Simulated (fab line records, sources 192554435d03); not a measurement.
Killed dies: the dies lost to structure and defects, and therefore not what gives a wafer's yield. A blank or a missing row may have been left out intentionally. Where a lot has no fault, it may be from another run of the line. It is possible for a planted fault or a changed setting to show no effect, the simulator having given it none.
Chamber matching :: flow n5-finfet :: N5_BEOL_M0_SAQP_PECVD_04 on pecvd-01 has 3 sister chambers
The step deposits a-Si from SiH4/He, target thk 60 nm, time 60.2 s. 3 wafers are shown with their chamber, then 7 later ones without.

== WAFERS PAIRED WITH THEIR CHAMBERS ==
wafer: L088.3
chamber: 2
showerhead-plenum-p-Torr (Torr): 5.69

wafer: L092.1
chamber: 1
showerhead-plenum-p-Torr (Torr): 5.64

wafer: L092.2
chamber: 0
showerhead-plenum-p-Torr (Torr): 5.74

== WAFERS WITH NO CHAMBER GIVEN ==
wafer: L092.3
showerhead-plenum-p-Torr (Torr): 5.73

wafer: L096.2
showerhead-plenum-p-Torr (Torr): 5.74

wafer: L096.3
showerhead-plenum-p-Torr (Torr): 5.63

wafer: L096.6
showerhead-plenum-p-Torr (Torr): 5.70

wafer: L097.1
showerhead-plenum-p-Torr (Torr): 5.75

wafer: L097.5
showerhead-plenum-p-Torr (Torr): 5.63

wafer: L097.6
showerhead-plenum-p-Torr (Torr): 5.70

== EACH ONE'S CHAMBER ==
wafer: L092.3
from the rows above: 0
in truth: 0

wafer: L096.2
from the rows above: 0
in truth: 0

wafer: L096.3
from the rows above: 1
in truth: 1

wafer: L096.6
from the rows above: 2
in truth: 2

wafer: L097.1
from the rows above: 0
in truth: 0

wafer: L097.5
from the rows above: 1
in truth: 1

wafer: L097.6
from the rows above: 2
in truth: 2
Correct placement for 7 of the 7. From these rows, 0 cannot be placed. Wrongly placed: 0.
How it was worked out, from the rows above alone: a wafer's distance from a chamber is the root of the sum, over the readings, of the square of ((its reading less the chamber's mean) divided by the reading's scatter). If the next closest chamber is less than 2 further off than the closest, the wafer can't be placed; otherwise it belongs to the closest. For every chamber, the mean is computed from those of its wafers that are shown. The scatter: root of mean squared gap, hidden wafer to nearest shown wafer, with one shown wafer a chamber.
